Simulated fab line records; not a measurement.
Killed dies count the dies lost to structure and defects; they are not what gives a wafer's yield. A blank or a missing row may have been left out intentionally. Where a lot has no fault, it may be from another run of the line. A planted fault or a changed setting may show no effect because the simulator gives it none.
fab line records + flow n5-finfet
record:
- lots: 10
- wafers: 30
- last-day: 17
route steps=1938 shown BEOL_M9@1403
lots that met no fault: taken from a fault-free run of the same line
start-h: hours from the record's first day to the start of the lot's first wafer shown + wait-h: time in hours since the lot's previous step + " identical to the entry in the row above + L1.1+2: one row covering several wafers at once + - either no value or no given start + * or withheld: withheld + < > ~ a bound
route shown NAME@n: names a module that has steps shown in the file, with the first one's number in the route + usual: mean/standard deviation taken from wafers without a fault + same: alike in all rows + chamber/n: place in a boat + sites: the reading at each site + _std_site: how widely they spread, as a standard deviation + _edge_site: inner sites' mean taken away from outer sites' mean + radius-mm: how far each site lies from the wafer's centre + mask NAME#n: copy n + behind: the last tool/chamber to shape the wafer + hold: why the lot went on hold/how many hours it stayed there/how the hold came to an end + device: the transistor (n, p or np) that didn't switch + end of line: the same wafers' tests at the end of the route + step lacking rows: just its recipe + killed: count of dies lost to structure and defects at first sort (not the wafer's yield) + map: per-die view of a wafer (x killed, . not killed, _ where there is no die)
set.NAME: the run value of the setting; set.NAME@STEP: its run value at that earlier step + model.NAME: the simulator's own value behind a step, which no gauge read
steps of the route over a sample of lots; a table a step, a row a wafer
services: a tool's chamber out of use, with start hour (start-h, from the record's first day; less than 0 if before it), hours out, and reason
== steps ==
step: N5_BEOL_M9_THK_MEAS_01
recipe:
- reads: SiCOH_lowk_of_BEOL_M9_ILD_DEP_00
usual:
- M9_ILD_THK: 269/3.7
| lot.wafer | tool          | chamber | start-h | wait-h | M9_ILD_THK[nm] |
|-----------|---------------|---------|---------|--------|----------------|
| L406.1    | film-metro-02 | -       | 195.60  | 0.4    | 264            |
| L406.4    | "             | -       | "       | "      | 267            |
| L406.6    | "             | -       | "       | "      | 267            |
| L407.1    | film-metro-02 | -       | 206.51  | 0.4    | 266            |
| L407.2    | "             | -       | "       | "      | 266            |
| L407.4    | "             | -       | "       | "      | 269            |
| L411.1    | film-metro-01 | -       | 224.16  | 0.4    | 264            |
| L411.2    | "             | -       | "       | "      | 264            |
| L411.4    | "             | -       | "       | "      | 270            |
| L421.1    | film-metro-01 | -       | 283.88  | 0.8    | 265            |
| L421.3    | "             | -       | "       | "      | 265            |
| L421.4    | "             | -       | "       | "      | 269            |
| L422.2    | film-metro-02 | -       | 302.95  | 0.4    | 269            |
| L422.5    | "             | -       | "       | "      | 272            |
| L422.6    | "             | -       | "       | "      | 271            |
| L423.1    | film-metro-02 | -       | 318.22  | 0.4    | 267            |
| L423.4    | "             | -       | "       | "      | 269            |
| L423.5    | "             | -       | "       | "      | 270            |
| L424.1    | film-metro-02 | -       | 318.98  | 0.4    | 266            |
| L424.2    | "             | -       | "       | "      | 267            |
| L424.5    | "             | -       | "       | "      | 274            |
| L426.2    | film-metro-02 | -       | 333.92  | 0.4    | 269            |
| L426.3    | "             | -       | "       | "      | 266            |
| L426.6    | "             | -       | "       | "      | 273            |
| L428.1    | film-metro-01 | -       | 339.43  | 0.4    | 265            |
| L428.4    | "             | -       | "       | "      | 268            |
| L428.5    | "             | -       | "       | "      | 270            |
| L429.2    | film-metro-01 | -       | 349.22  | 0.4    | 270            |
| L429.4    | "             | -       | "       | "      | 271            |
| L429.5    | "             | -       | "       | "      | 273            |
step: N5_BEOL_M9_STRIP_67
recipe:
- chemistry: CF4
- resist: SiARC
- power-w: 300
- bias-power-w: 75
- pressure-mtorr: 50
- cf4-flow-sccm: 150
- rf-frequency-hz: 6e+07
usual:
- bias-power-w: 74.99/0.25
- drypump-motor-current-A: 5.85/0.22
- oes-product-au: 0.79/0.085
- power-w: 300.0/0.85
- rf-vpp-V: 271.1/1.9
- showerhead-plenum-p-Torr: 1.79/0.069
- throttle-valve-pct: 13.64/0.27
| lot.wafer | tool        | chamber | start-h | wait-h | bias-power-w | drypump-motor-current-A | oes-product-au | power-w | rf-hours-counter-h | rf-vpp-V | showerhead-plenum-p-Torr | throttle-valve-pct |
|-----------|-------------|---------|---------|--------|--------------|-------------------------|----------------|---------|--------------------|----------|--------------------------|--------------------|
| L406.1    | rie-diel-03 | 0       | 198.61  | 0.0    | 75.08        | 6.25                    | 0.72           | 299.6   | 185                | 270.8    | 1.78                     | 13.86              |
| L406.4    | "           | 2       | "       | "      | 75.08        | 5.74                    | 0.76           | 300.1   | 160                | 274.2    | 1.86                     | 13.73              |
| L406.6    | "           | 0       | "       | "      | 74.82        | 6.26                    | 0.72           | 299.1   | -                  | 269.8    | 1.78                     | 13.86              |
| L407.1    | rie-diel-04 | 1       | 208.82  | 0.0    | 75.02        | 5.99                    | 0.84           | 300.4   | 87                 | 270.5    | 1.74                     | 13.30              |
| L407.2    | "           | 2       | "       | "      | 74.62        | 5.62                    | 0.91           | 299.9   | 6                  | 274.9    | 1.91                     | 13.21              |
| L407.4    | "           | 0       | "       | "      | 75.28        | 5.63                    | 0.72           | 299.9   | 195                | 269.6    | 1.72                     | 13.71              |
| L411.1    | rie-diel-05 | 3       | 227.37  | 0.0    | 74.87        | 5.99                    | 0.74           | 300.2   | 167                | 269.3    | 1.71                     | 13.76              |
| L411.2    | "           | 2       | "       | "      | 74.62        | 5.81                    | 0.85           | 300.0   | 72                 | 274.1    | 1.89                     | 13.60              |
| L411.4    | "           | 0       | "       | "      | 74.61        | 5.81                    | 0.68           | 301.3   | -                  | 270.3    | 1.77                     | 14.07              |
| L421.1    | rie-diel-04 | 2       | 286.24  | 0.0    | 75.26        | 5.58                    | 0.86           | 300.6   | 30                 | 273.1    | 1.90                     | 13.25              |
| L421.3    | "           | 0       | "       | "      | 75.31        | 5.55                    | 0.71           | 301.1   | 213                | 268.6    | 1.72                     | 13.76              |
| L421.4    | "           | 2       | "       | "      | 74.75        | 5.60                    | 0.87           | 301.0   | -                  | 272.7    | 1.90                     | 13.26              |
| L422.2    | rie-diel-03 | 2       | 303.86  | 0.0    | 74.49        | 5.71                    | 0.72           | 299.2   | 193                | 274.0    | 1.85                     | 13.81              |
| L422.5    | "           | 0       | "       | "      | 75.09        | 6.26                    | 0.69           | 299.6   | -                  | 271.6    | 1.77                     | 13.95              |
| L422.6    | "           | 3       | "       | "      | 75.16        | 5.79                    | 0.89           | 298.7   | -                  | 275.2    | 1.88                     | 13.22              |
| L423.1    | rie-diel-05 | 2       | 319.13  | 0.0    | 74.95        | 5.82                    | 0.81           | 300.5   | 99                 | 273.1    | 1.88                     | 13.68              |
| L423.4    | "           | 1       | "       | "      | 74.68        | 5.65                    | 0.91           | 300.3   | 24                 | 269.0    | 1.77                     | 13.21              |
| L423.5    | "           | 2       | "       | "      | 74.76        | 5.82                    | 0.81           | 300.9   | -                  | 275.4    | 1.88                     | 13.66              |
| L424.1    | rie-diel-05 | 3       | 321.20  | 0.0    | 74.52        | 5.99                    | 0.71           | 301.0   | 194                | 267.9    | 1.70                     | 13.83              |
| L424.2    | "           | 2       | "       | "      | 75.25        | 5.80                    | 0.81           | 301.0   | 100                | 273.6    | 1.88                     | 13.67              |
| L424.5    | "           | 2       | "       | "      | 75.36        | 5.80                    | 0.82           | 299.9   | -                  | 272.4    | 1.88                     | 13.67              |
| L426.2    | rie-diel-04 | 3       | 336.48  | 0.0    | 74.81        | 6.23                    | 0.71           | 299.0   | 223                | 270.5    | 1.78                     | 13.98              |
| L426.3    | "           | 2       | "       | "      | 74.87        | 5.64                    | 0.84           | 300.7   | 45                 | 272.6    | 1.90                     | 13.26              |
| L426.6    | "           | 2       | "       | "      | 75.03        | 5.62                    | 0.84           | 300.7   | -                  | 274.2    | 1.89                     | 13.28              |
| L428.1    | rie-diel-05 | 1       | 341.01  | 0.0    | 74.61        | 5.67                    | 0.91           | 299.6   | 30                 | 270.7    | 1.76                     | 13.25              |
| L428.4    | "           | 3       | "       | "      | 74.60        | 6.01                    | 0.71           | 300.6   | 199                | 270.6    | 1.70                     | 13.86              |
| L428.5    | "           | 3       | "       | "      | 75.16        | 6.01                    | 0.71           | 299.5   | -                  | 269.3    | 1.70                     | 13.85              |
| L429.2    | rie-diel-04 | 3       | 350.93  | 0.0    | 74.97        | 6.21                    | 0.71           | 300.7   | 228                | 271.3    | 1.78                     | 13.99              |
| L429.4    | "           | 3       | "       | "      | 75.08        | 6.21                    | 0.70           | 300.3   | -                  | 270.8    | 1.78                     | 14.00              |
| L429.5    | "           | 2       | "       | "      | 75.23        | 5.62                    | 0.84           | 301.4   | -                  | 273.7    | 1.89                     | 13.29              |
step: N5_BEOL_M9_COAT_22
recipe:
- resist: CAR-EUV
- spin-rpm: 1500
- resist-thk-nm: 30
usual:
- spin-speed-rpm: 1499.6/1.1
| lot.wafer | tool           | chamber | start-h | wait-h | spin-speed-rpm |
|-----------|----------------|---------|---------|--------|----------------|
| L406.1    | litho-track-02 | 0       | 199.89  | -      | 1498.7         |
| L406.4    | "              | 0       | "       | "      | 1500.2         |
| L406.6    | "              | 0       | "       | "      | 1499.8         |
| L407.1    | litho-track-05 | 0       | 209.11  | -      | 1499.1         |
| L407.2    | "              | 0       | "       | "      | 1501.1         |
| L407.4    | "              | 0       | "       | "      | 1499.4         |
| L411.1    | litho-track-02 | 0       | 227.76  | -      | 1500.3         |
| L411.2    | "              | 0       | "       | "      | 1499.4         |
| L411.4    | "              | 0       | "       | "      | 1497.8         |
| L421.1    | litho-track-02 | 0       | 286.68  | -      | 1499.5         |
| L421.3    | "              | 0       | "       | "      | 1500.4         |
| L421.4    | "              | 0       | "       | "      | 1500.4         |
| L422.2    | litho-track-02 | 0       | 308.74  | -      | 1440.8         |
| L422.5    | "              | 0       | "       | "      | 1440.5         |
| L422.6    | "              | 0       | "       | "      | 1441.3         |
| L423.1    | litho-track-02 | 0       | 319.56  | -      | 1438.0         |
| L423.4    | "              | 0       | "       | "      | 1439.2         |
| L423.5    | "              | 0       | "       | "      | 1439.8         |
| L424.1    | litho-track-04 | 0       | 326.35  | -      | 1501.9         |
| L424.2    | "              | 0       | "       | "      | 1501.8         |
| L424.5    | "              | 0       | "       | "      | 1501.4         |
| L426.2    | litho-track-04 | 0       | 337.66  | -      | 1499.9         |
| L426.3    | "              | 0       | "       | "      | 1501.6         |
| L426.6    | "              | 0       | "       | "      | 1503.3         |
| L428.1    | litho-track-04 | 0       | 342.36  | -      | 1500.7         |
| L428.4    | "              | 0       | "       | "      | 1501.0         |
| L428.5    | "              | 0       | "       | "      | 1500.8         |
| L429.2    | litho-track-05 | 0       | 351.50  | -      | 1500.0         |
| L429.4    | "              | 0       | "       | "      | 1499.9         |
| L429.5    | "              | 0       | "       | "      | 1499.1         |
step: N5_BEOL_M9_ETCH_76
recipe:
- chemistry: N2/H2
- target: underlayer
- target-depth-a: 65
- mask-material: CAR-EUV
- time-s: 5.2
- ion-energy-ev: 200
- pressure-mtorr: 30
- source-w: 840
- bias-w: 150
- n2-flow-sccm: 200
- h2-flow-sccm: 200
- ends: cleared
usual:
- drypump-motor-current-A: 5.84/0.22
- etch-rf-on-time-s: 5.19/0.091
- oes-product-au: 0.68/0.077
- rf-vpp-V: 524/3.2
- showerhead-plenum-p-Torr: 2.54/0.11
- throttle-valve-pct: 17.93/0.25
| lot.wafer | tool        | chamber | start-h | wait-h | drypump-motor-current-A | etch-rf-on-time-s | oes-product-au | rf-hours-counter-h | rf-vpp-V | showerhead-plenum-p-Torr | throttle-valve-pct |
|-----------|-------------|---------|---------|--------|-------------------------|-------------------|----------------|--------------------|----------|--------------------------|--------------------|
| L406.1    | rie-diel-04 | 3       | 200.44  | 0.0    | 6.22                    | 5.24              | 0.62           | 181                | 525      | 2.54                     | 18.18              |
| L406.4    | "           | 1       | "       | "      | 6.01                    | 5.23              | 0.73           | 84                 | 524      | 2.48                     | 17.70              |
| L406.6    | "           | 3       | "       | "      | 6.24                    | 5.23              | 0.63           | -                  | 523      | 2.54                     | 18.18              |
| L407.1    | rie-diel-03 | 0       | 209.72  | 0.0    | 6.29                    | 5.16              | 0.61           | 189                | 525      | 2.52                     | 18.21              |
| L407.2    | "           | 3       | "       | "      | 5.80                    | 4.95              | 0.85           | 4                  | 527      | 2.71                     | 17.48              |
| L407.4    | "           | 2       | "       | "      | 5.73                    | 5.12              | 0.65           | 163                | 528      | 2.63                     | 17.93              |
| L411.1    | rie-diel-05 | 3       | 228.18  | 0.0    | 6.01                    | 5.23              | 0.62           | 167                | 521      | 2.43                     | 17.92              |
| L411.2    | "           | 0       | "       | "      | 5.81                    | 5.18              | 0.58           | 242                | 524      | 2.50                     | 18.30              |
| L411.4    | "           | 3       | "       | "      | 5.98                    | 5.22              | 0.62           | -                  | 521      | 2.43                     | 17.94              |
| L421.1    | rie-diel-04 | 2       | 287.14  | 0.0    | 5.62                    | 5.27              | 0.72           | 31                 | 529      | 2.70                     | 17.49              |
| L421.3    | "           | 3       | "       | "      | 6.22                    | 5.28              | 0.60           | 210                | 524      | 2.53                     | 18.24              |
| L421.4    | "           | 0       | "       | "      | 5.55                    | 5.15              | 0.61           | -                  | 519      | 2.40                     | 18.00              |
| L422.2    | rie-diel-05 | 3       | 309.16  | 0.0    | 6.01                    | 5.27              | 0.60           | 191                | 519      | 2.42                     | 17.98              |
| L422.5    | "           | 1       | "       | "      | 5.67                    | 5.18              | 0.78           | -                  | 523      | 2.49                     | 17.61              |
| L422.6    | "           | 2       | "       | "      | 5.85                    | 5.10              | 0.71           | -                  | 528      | 2.68                     | 18.10              |
| L423.1    | rie-diel-05 | 1       | 320.57  | 0.0    | 5.66                    | 5.21              | 0.77           | 24                 | 523      | 2.49                     | 17.61              |
| L423.4    | "           | 3       | "       | "      | 6.01                    | 5.28              | 0.61           | 194                | 520      | 2.41                     | 17.97              |
| L423.5    | "           | 3       | "       | "      | 5.99                    | 5.23              | 0.61           | -                  | 520      | 2.41                     | 17.99              |
| L424.1    | rie-diel-03 | 2       | 326.96  | 0.0    | 5.73                    | 5.18              | 0.62           | 199                | 525      | 2.61                     | 17.96              |
| L424.2    | "           | 0       | "       | "      | 6.28                    | 5.17              | 0.59           | 227                | 522      | 2.51                     | 18.25              |
| L424.5    | "           | 1       | "       | "      | 5.59                    | 5.17              | 0.60           | -                  | 519      | 2.42                     | 18.23              |
| L426.2    | rie-diel-05 | 1       | 338.82  | 0.0    | 5.68                    | 5.20              | 0.77           | 29                 | 523      | 2.49                     | 17.64              |
| L426.3    | "           | 0       | "       | "      | 5.82                    | 5.12              | 0.78           | 20                 | 523      | 2.49                     | 17.92              |
| L426.6    | "           | 1       | "       | "      | 5.67                    | 5.19              | 0.77           | -                  | 523      | 2.49                     | 17.62              |
| L428.1    | rie-diel-05 | 0       | 342.77  | 0.0    | 5.82                    | 5.03              | 0.78           | 21                 | 522      | 2.49                     | 17.91              |
| L428.4    | "           | 1       | "       | "      | 5.67                    | 5.16              | 0.77           | 31                 | 522      | 2.49                     | 17.62              |
| L428.5    | "           | 0       | "       | "      | 5.82                    | 5.16              | 0.77           | -                  | 524      | 2.49                     | 17.90              |
| L429.2    | rie-diel-05 | 1       | 351.91  | 0.0    | 5.67                    | 5.22              | 0.76           | 35                 | 524      | 2.49                     | 17.63              |
| L429.4    | "           | 2       | "       | "      | 5.83                    | 5.16              | 0.69           | -                  | 526      | 2.68                     | 18.09              |
| L429.5    | "           | 3       | "       | "      | 6.02                    | 5.31              | 0.61           | -                  | 520      | 2.41                     | 18.00              |
== services ==
| tool        | chamber | start-h | hours | kind                          |
|-------------|---------|---------|-------|-------------------------------|
| rie-diel-05 | 1       | 210.42  | -     | clean                         |
| rie-diel-05 | 1       | 210.42  | -     | consumable-replace:focus-ring |
| rie-diel-05 | 1       | 210.42  | 23.2  | scheduled-down                |
| rie-diel-05 | 1       | 210.42  | 23.2  | vent-cycle                    |
| rie-diel-04 | -       | 234.11  | 1.7   | repair                        |
| rie-diel-04 | 0       | 248.92  | 19.3  | repair                        |
| rie-diel-05 | 0       | 250.22  | -     | clean                         |
| rie-diel-05 | 0       | 250.22  | -     | consumable-replace:focus-ring |
| rie-diel-05 | 0       | 250.22  | 13.9  | scheduled-down                |
| rie-diel-05 | 0       | 250.22  | 13.9  | vent-cycle                    |
| rie-diel-05 | -       | 261.73  | 0.6   | repair                        |
| rie-diel-05 | -       | 266.08  | 0.8   | repair                        |
| rie-diel-04 | 1       | 276.61  | 5.4   | repair                        |
| rie-diel-04 | -       | 281.45  | 0.4   | repair                        |
| rie-diel-04 | 1       | 283.72  | 16.7  | repair                        |
| rie-diel-05 | 1       | 290.76  | 9.6   | repair                        |
| rie-diel-03 | 1       | 318.53  | 5.0   | repair                        |
| rie-diel-04 | 0       | 325.47  | 51.5  | repair                        |
| rie-diel-04 | -       | 336.74  | 2.8   | pm                            |
| rie-diel-05 | 0       | 345.20  | 7.0   | repair                        |
== key ==
first-sign:
- step: N5_BEOL_M9_COAT_22
- reading: spin-speed-rpm
- direction: down
- sigmas: 53
- usual: *
- struck: *
effect none on later readings
met-at N5_BEOL_M9_COAT_22
struck-lots L422,L423
not-acting-at N5_BEOL_M9_THK_MEAS_01,N5_BEOL_M9_STRIP_67,N5_BEOL_M9_ETCH_76
onset-between 286.68 308.74
fault:
- kind: process-parameter-drift
- tool: litho-track-02
- chamber: -
- onset-h: 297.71
- steps: N5_BEOL_M9_COAT_22
- channel: spin-rpm
- offset: *
- shape: step
- end-h: 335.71
- acts-in: *
- stated: *
